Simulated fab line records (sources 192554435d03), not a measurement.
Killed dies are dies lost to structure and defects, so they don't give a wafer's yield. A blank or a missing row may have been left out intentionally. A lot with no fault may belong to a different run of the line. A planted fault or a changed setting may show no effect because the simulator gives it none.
Which of the tools did it? :: flow n5Finfet :: 11 lots with 30 wafers sampled at 6 steps, on a route of 1938 steps

WHAT THE GAUGES SHOWED, per wafer
No reading from a measuring or inspecting step in the record can be judged against a usual standard deviation.

TOOL THAT RAN EACH LOT (tool first, then ch and the chambers of the sampled wafers, then the start)
lot: L192
N5_BEOL_M6_DESCUM_33: rieDiel-04 ch 0,2,3, day 9 13:54
N5_BEOL_M6_PRE_CLEAN_45: pvdSputter-02, day 9 15:28
N5_BEOL_M6_SPUTTER_48: pvdSputter-03, day 9 16:08
N5_BEOL_M6_ECD_50: ecdCu-02 ch 0,1, day 9 16:17
N5_BEOL_M6_CMP_52: cmp-01 ch 0,1,3, day 9 16:48
N5_PASSIVATION_PROBE_49: prober-01, day 13 00:05

lot: L194
N5_BEOL_M6_DESCUM_33: rieDiel-01 ch 0,1, day 9 21:28
N5_BEOL_M6_PRE_CLEAN_45: pvdSputter-02, day 9 22:38
N5_BEOL_M6_SPUTTER_48: pvdSputter-02, day 9 23:25
N5_BEOL_M6_ECD_50: ecdCu-01 ch 0,1, day 9 23:31
N5_BEOL_M6_CMP_52: cmp-02 ch 1,2,3, day 10 01:22
N5_PASSIVATION_PROBE_49: prober-02, day 13 13:56

lot: L197
N5_BEOL_M6_DESCUM_33: rieDiel-02 ch 1,2,3, day 10 06:10
N5_BEOL_M6_PRE_CLEAN_45: pvdSputter-01, day 10 07:15
N5_BEOL_M6_SPUTTER_48: pvdSputter-03, day 10 08:07
N5_BEOL_M6_ECD_50: ecdCu-01 ch 0,1, day 10 08:14
N5_BEOL_M6_CMP_52: cmp-04 ch 0,3, day 10 08:43
N5_PASSIVATION_PROBE_49: prober-01, day 13 19:58

lot: L195
N5_BEOL_M6_DESCUM_33: rieDiel-04 ch 0,3, day 10 15:19
N5_BEOL_M6_PRE_CLEAN_45: pvdSputter-03, day 10 16:30
N5_BEOL_M6_SPUTTER_48: pvdSputter-02, day 10 17:08
N5_BEOL_M6_ECD_50: ecdCu-01 ch 0,1, day 10 17:15
N5_BEOL_M6_CMP_52: cmp-04 ch 0,1,2, day 10 18:08
N5_PASSIVATION_PROBE_49: prober-02, day 14 06:55

lot: L196
N5_BEOL_M6_DESCUM_33: rieDiel-04 ch 2,3, day 10 19:27
N5_BEOL_M6_PRE_CLEAN_45: pvdSputter-01, day 10 20:46
N5_BEOL_M6_SPUTTER_48: pvdSputter-01, day 10 21:40
N5_BEOL_M6_ECD_50: ecdCu-02 ch 0,1, day 10 21:47
N5_BEOL_M6_CMP_52: cmp-02 ch 0,1,2, day 10 22:21
N5_PASSIVATION_PROBE_49: prober-01, day 14 20:25

lot: L205
N5_BEOL_M6_DESCUM_33: rieDiel-02 ch 2, day 13 02:13
N5_BEOL_M6_PRE_CLEAN_45: pvdSputter-02, day 13 03:20
N5_BEOL_M6_SPUTTER_48: pvdSputter-02, day 13 04:04
N5_BEOL_M6_ECD_50: ecdCu-02 ch 0, day 13 04:14
N5_BEOL_M6_CMP_52: cmp-02 ch 0,2, day 13 05:58
N5_PASSIVATION_PROBE_49: prober-01, day 16 15:34

lot: L207
N5_BEOL_M6_DESCUM_33: rieDiel-02 ch 2,3, day 13 02:41
N5_BEOL_M6_PRE_CLEAN_45: pvdSputter-02, day 13 03:41
N5_BEOL_M6_SPUTTER_48: pvdSputter-03, day 13 04:32
N5_BEOL_M6_ECD_50: ecdCu-02 ch 0,1, day 13 04:39
N5_BEOL_M6_CMP_52: cmp-02 ch 0,1, day 13 06:10
N5_PASSIVATION_PROBE_49: prober-02, day 17 07:14

lot: L206
N5_BEOL_M6_DESCUM_33: rieDiel-01 ch 0,3, day 13 08:23
N5_BEOL_M6_PRE_CLEAN_45: pvdSputter-02, day 13 09:23
N5_BEOL_M6_SPUTTER_48: pvdSputter-02, day 13 11:59
N5_BEOL_M6_ECD_50: ecdCu-02 ch 0,1, day 13 12:06
N5_BEOL_M6_CMP_52: cmp-02 ch 0,2, day 13 12:32
N5_PASSIVATION_PROBE_49: prober-01, day 17 03:04

lot: L209
N5_BEOL_M6_DESCUM_33: rieDiel-01 ch 1,2,3, day 13 13:38
N5_BEOL_M6_PRE_CLEAN_45: pvdSputter-03, day 13 15:02
N5_BEOL_M6_SPUTTER_48: pvdSputter-03, day 13 15:38
N5_BEOL_M6_ECD_50: ecdCu-01 ch 0,1, day 13 15:47
N5_BEOL_M6_CMP_52: cmp-02 ch 0,1,2, day 13 16:14
N5_PASSIVATION_PROBE_49: prober-01, day 17 14:16

lot: L213
N5_BEOL_M6_DESCUM_33: rieDiel-02 ch 0,2, day 14 10:26
N5_BEOL_M6_PRE_CLEAN_45: pvdSputter-01, day 14 11:27
N5_BEOL_M6_SPUTTER_48: pvdSputter-01, day 14 13:49
N5_BEOL_M6_ECD_50: ecdCu-01 ch 1, day 14 13:57
N5_BEOL_M6_CMP_52: cmp-04 ch 0,2,3, day 14 14:36
N5_PASSIVATION_PROBE_49: prober-02, day 18 00:35

lot: L215
N5_BEOL_M6_DESCUM_33: rieDiel-02 ch 0,1,2, day 16 18:53
N5_BEOL_M6_PRE_CLEAN_45: pvdSputter-02, day 16 20:01
N5_BEOL_M6_SPUTTER_48: pvdSputter-02, day 16 20:38
N5_BEOL_M6_ECD_50: ecdCu-01 ch 0,1, day 16 20:46
N5_BEOL_M6_CMP_52: cmp-04 ch 0,1,3, day 16 21:24
N5_PASSIVATION_PROBE_49: prober-01, day 20 14:18
- N5_BEOL_M6_DESCUM_33: chemistry O2, time 7 s.
- N5_BEOL_M6_PRE_CLEAN_45: time 30 s.
- N5_BEOL_M6_SPUTTER_48: material Cu, target thk 10 nm, time 1.667 s.
- N5_BEOL_M6_ECD_50: material Cu, target thk 300 nm.
- N5_BEOL_M6_CMP_52: polishes, stops on SiCOH lowk, t overpolish 6.9 s, target thk 80 nm.
- N5_PASSIVATION_PROBE_49

WHAT THE TOOLS THEMSELVES READ (means of the sampled wafers that have a number; where no wafer has one, the mark that the record gives instead)
N5_BEOL_M6_DESCUM_33. Usual: drypumpMotorCurrentA 5.6 A, standard deviation 0.4; oesProductAu 0.81 a.u., standard deviation 0.096; rfVppV 243.3 V, standard deviation 1.4; showerheadPlenumPTorr 2.11 Torr, standard deviation 0.082; throttleValvePct 20.27 %, standard deviation 0.19.
lot: L192
tool: rieDiel-04
drypumpMotorCurrentA (A): 5.8
oesProductAu (a.u.): 0.82
rfVppV (V): 243.4
showerheadPlenumPTorr (Torr): 2.10
throttleValvePct (%): 20.13
flag: 

lot: L194
tool: rieDiel-01
drypumpMotorCurrentA (A): 5.0
oesProductAu (a.u.): 0.81
rfVppV (V): 242.6
showerheadPlenumPTorr (Torr): 2.08
throttleValvePct (%): 20.54
flag: 

lot: L197
tool: rieDiel-02
drypumpMotorCurrentA (A): 5.7
oesProductAu (a.u.): 0.71
rfVppV (V): 241.6
showerheadPlenumPTorr (Torr): 2.04
throttleValvePct (%): 20.42
flag: 

lot: L195
tool: rieDiel-04
drypumpMotorCurrentA (A): 5.7
oesProductAu (a.u.): 0.83
rfVppV (V): 243.1
showerheadPlenumPTorr (Torr): 2.16
throttleValvePct (%): 20.14
flag: 

lot: L196
tool: rieDiel-04
drypumpMotorCurrentA (A): 5.8
oesProductAu (a.u.): 0.78
rfVppV (V): 242.2
showerheadPlenumPTorr (Torr): 2.04
throttleValvePct (%): 20.18
flag: 

lot: L205
tool: rieDiel-02
drypumpMotorCurrentA (A): 5.9
oesProductAu (a.u.): 0.97
rfVppV (V): 244.2
showerheadPlenumPTorr (Torr): 2.22
throttleValvePct (%): 20.36
flag: 

lot: L207
tool: rieDiel-02
drypumpMotorCurrentA (A): 5.8
oesProductAu (a.u.): 0.95
rfVppV (V): 244.1
showerheadPlenumPTorr (Torr): 2.19
throttleValvePct (%): 20.13
flag: 

lot: L206
tool: rieDiel-01
drypumpMotorCurrentA (A): 4.9
oesProductAu (a.u.): 0.76
rfVppV (V): 243.8
showerheadPlenumPTorr (Torr): 2.15
throttleValvePct (%): 20.45
flag: 

lot: L209
tool: rieDiel-01
drypumpMotorCurrentA (A): 5.5
oesProductAu (a.u.): 0.84
rfVppV (V): 243.5
showerheadPlenumPTorr (Torr): 2.16
throttleValvePct (%): 20.33
flag: 

lot: L213
tool: rieDiel-02
drypumpMotorCurrentA (A): 5.7
oesProductAu (a.u.): 0.85
rfVppV (V): 244.1
showerheadPlenumPTorr (Torr): 2.16
throttleValvePct (%): 20.36
flag: 

lot: L215
tool: rieDiel-02
drypumpMotorCurrentA (A): 5.6
oesProductAu (a.u.): 0.86
rfVppV (V): 243.9
showerheadPlenumPTorr (Torr): 2.08
throttleValvePct (%): 20.24
flag: 

N5_BEOL_M6_PRE_CLEAN_45. Usual: 344 W for heaterPowerW, sd 35.
lot: L192
tool: pvdSputter-02
heaterPowerW (W): 369
flag: 

lot: L194
tool: pvdSputter-02
heaterPowerW (W): 331
flag: 

lot: L197
tool: pvdSputter-01
heaterPowerW (W): 367
flag: 

lot: L195
tool: pvdSputter-03
heaterPowerW (W): 355
flag: 

lot: L196
tool: pvdSputter-01
heaterPowerW (W): 361
flag: 

lot: L205
tool: pvdSputter-02
heaterPowerW (W): 366
flag: 

lot: L207
tool: pvdSputter-02
heaterPowerW (W): 338
flag: 

lot: L206
tool: pvdSputter-02
heaterPowerW (W): 352
flag: 

lot: L209
tool: pvdSputter-03
heaterPowerW (W): 320
flag: 

lot: L213
tool: pvdSputter-01
heaterPowerW (W): 366
flag: 

lot: L215
tool: pvdSputter-02
heaterPowerW (W): 307
flag: 

N5_BEOL_M6_SPUTTER_48. Usual: chuckGasFlowSccm 1.25 sccm, standard deviation 0.05; throttleValvePct 30.2 %, standard deviation 1.
lot: L192
tool: pvdSputter-03
chuckGasFlowSccm (sccm): 1.27
throttleValvePct (%): 30.7
flag: 

lot: L194
tool: pvdSputter-02
chuckGasFlowSccm (sccm): 1.26
throttleValvePct (%): 28.9
flag: 

lot: L197
tool: pvdSputter-03
chuckGasFlowSccm (sccm): 1.27
throttleValvePct (%): 30.7
flag: 

lot: L195
tool: pvdSputter-02
chuckGasFlowSccm (sccm): 1.26
throttleValvePct (%): 28.9
flag: 

lot: L196
tool: pvdSputter-01
chuckGasFlowSccm (sccm): 1.21
throttleValvePct (%): 31.1
flag: 

lot: L205
tool: pvdSputter-02
chuckGasFlowSccm (sccm): 1.25
throttleValvePct (%): 28.8
flag: 

lot: L207
tool: pvdSputter-03
chuckGasFlowSccm (sccm): 1.23
throttleValvePct (%): 31.2
flag: 

lot: L206
tool: pvdSputter-02
chuckGasFlowSccm (sccm): 1.20
throttleValvePct (%): 29.4
flag: 

lot: L209
tool: pvdSputter-03
chuckGasFlowSccm (sccm): 1.23
throttleValvePct (%): 30.4
flag: 

lot: L213
tool: pvdSputter-01
chuckGasFlowSccm (sccm): 1.24
throttleValvePct (%): 31.1
flag: 

lot: L215
tool: pvdSputter-02
chuckGasFlowSccm (sccm): 1.24
throttleValvePct (%): 29.1
flag: 

N5_BEOL_M6_CMP_52. Usual: motorCurrentA 6.2 A, standard deviation 0.53; slurryFilterDpKPa 13.52 kPa, standard deviation 0.14; timeToEndpointS 61.7 s, standard deviation 2.9.
lot: L192
tool: cmp-01
motorCurrentA (A): 6.5
slurryFilterDpKPa (kPa): 13.46
timeToEndpointS (s): 62.6
flag: 

lot: L194
tool: cmp-02
motorCurrentA (A): 5.9
slurryFilterDpKPa (kPa): 13.54
timeToEndpointS (s): 61.7
flag: 

lot: L197
tool: cmp-04
motorCurrentA (A): 6.5
slurryFilterDpKPa (kPa): 13.53
timeToEndpointS (s): 62.3
flag: 

lot: L195
tool: cmp-04
motorCurrentA (A): 6.5
slurryFilterDpKPa (kPa): 13.64
timeToEndpointS (s): 59.4
flag: 

lot: L196
tool: cmp-02
motorCurrentA (A): 5.9
slurryFilterDpKPa (kPa): 13.47
timeToEndpointS (s): 63.5
flag: 

lot: L205
tool: cmp-02
motorCurrentA (A): 5.9
slurryFilterDpKPa (kPa): 13.62
timeToEndpointS (s): 47.5
flag: OFF

lot: L207
tool: cmp-02
motorCurrentA (A): 5.7
slurryFilterDpKPa (kPa): 13.48
timeToEndpointS (s): 49.0
flag: OFF

lot: L206
tool: cmp-02
motorCurrentA (A): 5.9
slurryFilterDpKPa (kPa): 13.43
timeToEndpointS (s): 36.2
flag: OFF

lot: L209
tool: cmp-02
motorCurrentA (A): 6.1
slurryFilterDpKPa (kPa): 13.47
timeToEndpointS (s): 62.8
flag: 

lot: L213
tool: cmp-04
motorCurrentA (A): 6.7
slurryFilterDpKPa (kPa): 13.55
timeToEndpointS (s): 59.6
flag: 

lot: L215
tool: cmp-04
motorCurrentA (A): 6.2
slurryFilterDpKPa (kPa): 13.52
timeToEndpointS (s): 64.4
flag: 

N5_PASSIVATION_PROBE_49. Usual: defectLimitedYield 91.1 %, standard deviation 1.4; killed_at_M0_to_M3 32, standard deviation 9.3; killed_at_M4_up 13, standard deviation 5.8; killedAtContacts 12, standard deviation 6.3; killedAtFrontEnd 44, standard deviation 12; killedAtOther 3.6, standard deviation 2.7; killedDies 104, standard deviation 17; killedOpen 69, standard deviation 13; killedShort 34, standard deviation 6.9; sort_bin_5_function 5.2 %, standard deviation 0.98; sort_bin_6_memory 3.3 %, standard deviation 0.59; sort_bin_8_speed 0.01 %, standard deviation 0.039; sortNPass 1075, standard deviation 17; sortYieldPct 91.1 %, standard deviation 1.4.
lot: L192
tool: prober-01
defectLimitedYield (%): 91.2
killed_at_M0_to_M3: 33
killed_at_M4_up: 9
killedAtContacts: 11
killedAtFrontEnd: 46
killedAtOther: 3.7
killedDies: 104
killedOpen: 65
killedShort: 35
sort_bin_5_function (%): 5.3
sort_bin_6_memory (%): 3.1
sort_bin_8_speed (%): 0.00
sortNPass: 1076
sortYieldPct (%): 91.2
flag: 

lot: L194
tool: prober-02
defectLimitedYield (%): 91.1
killed_at_M0_to_M3: 24
killed_at_M4_up: 19
killedAtContacts: 15
killedAtFrontEnd: 42
killedAtOther: 5.7
killedDies: 105
killedOpen: 70
killedShort: 30
sort_bin_5_function (%): 5.4
sort_bin_6_memory (%): 3.1
sort_bin_8_speed (%): 0.00
sortNPass: 1075
sortYieldPct (%): 91.1
flag: 

lot: L197
tool: prober-01
defectLimitedYield (%): 90.6
killed_at_M0_to_M3: 24
killed_at_M4_up: 10
killedAtContacts: 11
killedAtFrontEnd: 62
killedAtOther: 3.7
killedDies: 111
killedOpen: 76
killedShort: 35
sort_bin_5_function (%): 5.8
sort_bin_6_memory (%): 3.3
sort_bin_8_speed (%): 0.00
sortNPass: 1069
sortYieldPct (%): 90.6
flag: 

lot: L195
tool: prober-02
defectLimitedYield (%): 92.5
killed_at_M0_to_M3: 32
killed_at_M4_up: 12
killedAtContacts: 7
killedAtFrontEnd: 34
killedAtOther: 4.0
killedDies: 88
killedOpen: 57
killedShort: 30
sort_bin_5_function (%): 4.5
sort_bin_6_memory (%): 2.6
sort_bin_8_speed (%): 0.00
sortNPass: 1092
sortYieldPct (%): 92.5
flag: 

lot: L196
tool: prober-01
defectLimitedYield (%): 91.5
killed_at_M0_to_M3: 26
killed_at_M4_up: 20
killedAtContacts: 7
killedAtFrontEnd: 46
killedAtOther: 1.7
killedDies: 100
killedOpen: 61
killedShort: 37
sort_bin_5_function (%): 4.9
sort_bin_6_memory (%): 3.2
sort_bin_8_speed (%): 0.03
sortNPass: 1079
sortYieldPct (%): 91.5
flag: 

lot: L205
tool: prober-01
defectLimitedYield (%): 90.2
killed_at_M0_to_M3: 30
killed_at_M4_up: 16
killedAtContacts: 19
killedAtFrontEnd: 48
killedAtOther: 3.0
killedDies: 116
killedOpen: 80
killedShort: 36
sort_bin_5_function (%): 5.8
sort_bin_6_memory (%): 4.0
sort_bin_8_speed (%): 0.00
sortNPass: 1064
sortYieldPct (%): 90.2
flag: 

lot: L207
tool: prober-02
defectLimitedYield (%): 90.9
killed_at_M0_to_M3: 35
killed_at_M4_up: 17
killedAtContacts: 24
killedAtFrontEnd: 28
killedAtOther: 3.0
killedDies: 107
killedOpen: 73
killedShort: 33
sort_bin_5_function (%): 5.7
sort_bin_6_memory (%): 2.8
sort_bin_8_speed (%): 0.00
sortNPass: 1073
sortYieldPct (%): 90.9
flag: 

lot: L206
tool: prober-01
defectLimitedYield (%): 91.1
killed_at_M0_to_M3: 24
killed_at_M4_up: 23
killedAtContacts: 15
killedAtFrontEnd: 40
killedAtOther: 3.0
killedDies: 106
killedOpen: 66
killedShort: 40
sort_bin_5_function (%): 5.2
sort_bin_6_memory (%): 3.4
sort_bin_8_speed (%): 0.00
sortNPass: 1074
sortYieldPct (%): 91.1
flag: 

lot: L209
tool: prober-01
defectLimitedYield (%): 91.3
killed_at_M0_to_M3: 30
killed_at_M4_up: 9
killedAtContacts: 17
killedAtFrontEnd: 45
killedAtOther: 1.7
killedDies: 103
killedOpen: 70
killedShort: 33
sort_bin_5_function (%): 5.0
sort_bin_6_memory (%): 3.4
sort_bin_8_speed (%): 0.00
sortNPass: 1077
sortYieldPct (%): 91.3
flag: 

lot: L213
tool: prober-02
defectLimitedYield (%): 89.0
killed_at_M0_to_M3: 56
killed_at_M4_up: 8
killedAtContacts: 10
killedAtFrontEnd: 52
killedAtOther: 3.3
killedDies: 130
killedOpen: 87
killedShort: 40
sort_bin_5_function (%): 6.8
sort_bin_6_memory (%): 3.7
sort_bin_8_speed (%): 0.00
sortNPass: 1050
sortYieldPct (%): 89.0
flag: 

lot: L215
tool: prober-01
defectLimitedYield (%): 91.4
killed_at_M0_to_M3: 40
killed_at_M4_up: 10
killedAtContacts: 11
killedAtFrontEnd: 38
killedAtOther: 1.3
killedDies: 101
killedOpen: 63
killedShort: 35
sort_bin_5_function (%): 4.8
sort_bin_6_memory (%): 3.3
sort_bin_8_speed (%): 0.00
sortNPass: 1079
sortYieldPct (%): 91.4
flag: 

THE ANSWER, worked out from the rows above alone
Rule: lot off if the mean of its wafers having a number is beyond 3 standard deviations from the usual mean. Also off: a lot with no number at a reading for which 4 or more lots have one. Where the step has rows for the other lots, those lots are counted as sound. The gauges are gone through in route order, then the tools' own readings, and for those a lot's mean is taken as printed above. At the first step where some lot is off, the reading lying furthest off is the one used; lots without a number count as furthest.
Off: L205, L207, L206 (N5_BEOL_M6_CMP_52, timeToEndpointS).
If a tool, at that step or one of the process steps before it, ran each lot that is off and ran no sound lot following the first of them, it fits. One fits: N5_BEOL_M6_ECD_50 on ecdCu-02. A fault onset in the window from L196 (day 10 21:47, its last sound lot) to L205 (day 13 04:14, its first lot off) fits.

WHAT THE SIMULATOR HAD INSERTED
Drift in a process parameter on ecdCu-02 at N5_BEOL_M6_ECD_50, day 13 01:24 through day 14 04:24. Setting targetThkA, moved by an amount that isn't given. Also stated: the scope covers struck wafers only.
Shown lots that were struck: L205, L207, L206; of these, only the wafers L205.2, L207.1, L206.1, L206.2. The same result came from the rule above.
